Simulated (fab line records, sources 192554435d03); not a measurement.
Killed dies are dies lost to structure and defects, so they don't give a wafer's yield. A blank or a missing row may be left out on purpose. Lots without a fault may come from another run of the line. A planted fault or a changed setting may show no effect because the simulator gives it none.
Split-lot experiment | flow n5_finfet | 7 lots, 21 wafers read, on a route of 1938 steps

THE SPLIT
At N5_BEOL_M3_EXPOSE_08 (exposes mask M3), the setting dose_mj was moved away from the recipe's 33 on 6 of the 21 wafers read, by -5.5% to +6.3%. The other wafers ran this setting at the recipe's value.

FROM THE SPLIT TO THE READING: what the file shows between them, 16 steps
- N5_BEOL_M3_PEB_09: peb time 60 s
- N5_BEOL_M3_DEVELOP_10: develop time 30 s
- N5_BEOL_M3_CD_MEAS_11: target cd 17.05 nm
- N5_BEOL_M3_DESCUM_16: chemistry O2, time 7 s
- N5_BEOL_M3_ETCH_74: etches underlayer in N2/H2, target depth 6.5 nm, time 5.2 s
- N5_BEOL_M3_ETCH_63: etches SiARC in CF4, target depth 15.6 nm, time 26 s
- N5_BEOL_M3_ETCH_64: etches SOC in N2/H2, target depth 75 nm, overetch 15 nm, time 112.5 s
- N5_BEOL_M3_STRIP_65: strips in N2/H2
- N5_BEOL_M3_STRIP_75: strips in N2/H2
- N5_BEOL_M3_HM_OPEN_17: chemistry Cl2/BCl3, target TiN, target depth 20 nm, overetch 6 nm
- N5_BEOL_M3_STRIP_19: strips in O2
- N5_BEOL_M3_CD_MEAS_18: pitch 36 nm, target cd 18 nm
- N5_BEOL_M3_COAT_67: time 60 s, resist thk 60 nm
- N5_BEOL_M3_COAT_68: time 60 s, resist thk 12 nm
- N5_BEOL_M3_PRECLEAN_42: cleans in residue remover, time 60 s
- N5_BEOL_M3_SRD_43: time 30 s

THE READING
cd_nm, in nm, at N5_BEOL_M3_CD_MEAS_35 (target cd 18 nm, target cd y 21 nm). Fault-free wafers of this fab line usually give 18.0 nm, standard deviation 0.34 nm.

wafer  | tool, chamber at the split | dose_mj as run | against the recipe | cd_nm, nm | against lot-mates on the recipe
L079.1 | euv_scanner-02, 0          | 33             | recipe             | 17.4      | -
L079.3 | euv_scanner-02, 0          | 33             | recipe             | 17.9      | -
L079.4 | euv_scanner-02, 0          | 33             | recipe             | 18.0      | -
L078.2 | euv_scanner-01, 0          | 33             | recipe             | 18.0      | -
L078.3 | euv_scanner-01, 0          | 33             | recipe             | 17.5      | -
L078.6 | euv_scanner-01, 0          | 33             | recipe             | 17.5      | -
L085.3 | euv_scanner-02, 0          | 33             | recipe             | 18.1      | -
L085.4 | euv_scanner-02, 0          | 33             | recipe             | 18.5      | -
L085.5 | euv_scanner-02, 0          | 35.08          | +6.3%              | 19.1      | +0.8
L084.3 | euv_scanner-02, 0          | 33.64          | +1.9%              | 18.4      | +0.6
L084.4 | euv_scanner-02, 0          | 33             | recipe             | 17.5      | -
L084.5 | euv_scanner-02, 0          | 33             | recipe             | 18.1      | -
L088.1 | euv_scanner-02, 0          | 33             | recipe             | 17.4      | -
L088.3 | euv_scanner-02, 0          | 35             | +6.1%              | 18.8      | +1.4
L088.4 | euv_scanner-02, 0          | 35             | +6.1%              | 19.4      | +2.0
L091.2 | euv_scanner-02, 0          | 33             | recipe             | 18.0      | -
L091.3 | euv_scanner-02, 0          | 33             | recipe             | 17.9      | -
L091.6 | euv_scanner-02, 0          | 33             | recipe             | 18.3      | -
L097.2 | euv_scanner-02, 0          | 31.18          | -5.5%              | 16.7      | -1.3
L097.3 | euv_scanner-02, 0          | 33             | recipe             | 18.0      | -
L097.5 | euv_scanner-02, 0          | 31.18          | -5.5%              | 16.8      | -1.2

THE FIT
A straight line over all 21 wafers: cd_nm changes by +0.202 nm for each +1% of dose_mj; r = +0.89; the points scatter about the line by 0.31 nm.
The same after taking each lot's own level away (the mean of its wafers on the recipe; 21 wafers): +0.228 nm for each +1%; r = +0.92; scatter 0.28 nm.
On that fit, the largest move of dose_mj shifts the reading by 1.4 nm.
The lots' own levels span 17.40 to 18.30 nm, that is 2.6 times the standard deviation above.
So the lot-to-lot level changes the slope: the two fits differ.
Check: with one of the wafers moved furthest among these (+6.3%) left out of the fit, the line predicts +1.65 nm for it against its lot-mates. It came out at +0.8 nm against them.

OTHER SPLITS ON THESE WAFERS
These wafers also went through other splits before the reading. Each is held against what the fit with the lots' levels taken away leaves over:
other split on the same wafers | wafers away from the commonest value | r with cd_nm (lot level and that fit taken away)
N5_BEOL_M3_COAT_05 spin_rpm    | 7                                    | +0.13

THE WHOLE CHAIN: every reading that the file lists as answering this split, in the file's order
step                  | what it does                                                          | reading                                                               | change (the file's fit)               | r (the file's)
N5_BEOL_M3_CD_MEAS_11 | target cd 17.05 nm                                                    | cd_nm                                                                 | +0.195 nm for each +1% of the setting | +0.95
N5_BEOL_M3_ETCH_74    | etches underlayer in N2/H2, target depth 6.5 nm, time 5.2 s           | BEOL_M3.cd_offset_nm (the simulator's own value, which no gauge read) | +0.188 nm for each +1% of the setting | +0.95
N5_BEOL_M3_ETCH_64    | etches SOC in N2/H2, target depth 75 nm, overetch 15 nm, time 112.5 s | BEOL_M3.cd_offset_nm (the simulator's own value, which no gauge read) | +0.205 nm for each +1% of the setting | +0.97
N5_BEOL_M3_CD_MEAS_18 | pitch 36 nm, target cd 18 nm                                          | cd_nm                                                                 | +0.184 nm for each +1% of the setting | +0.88
N5_BEOL_M3_CD_MEAS_35 | target cd 18 nm, target cd y 21 nm                                    | cd_nm                                                                 | +0.212 nm for each +1% of the setting | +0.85

THE FILE'S OWN FIT
cd_nm changes by +0.212 nm for each +1% of dose_mj, r = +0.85.
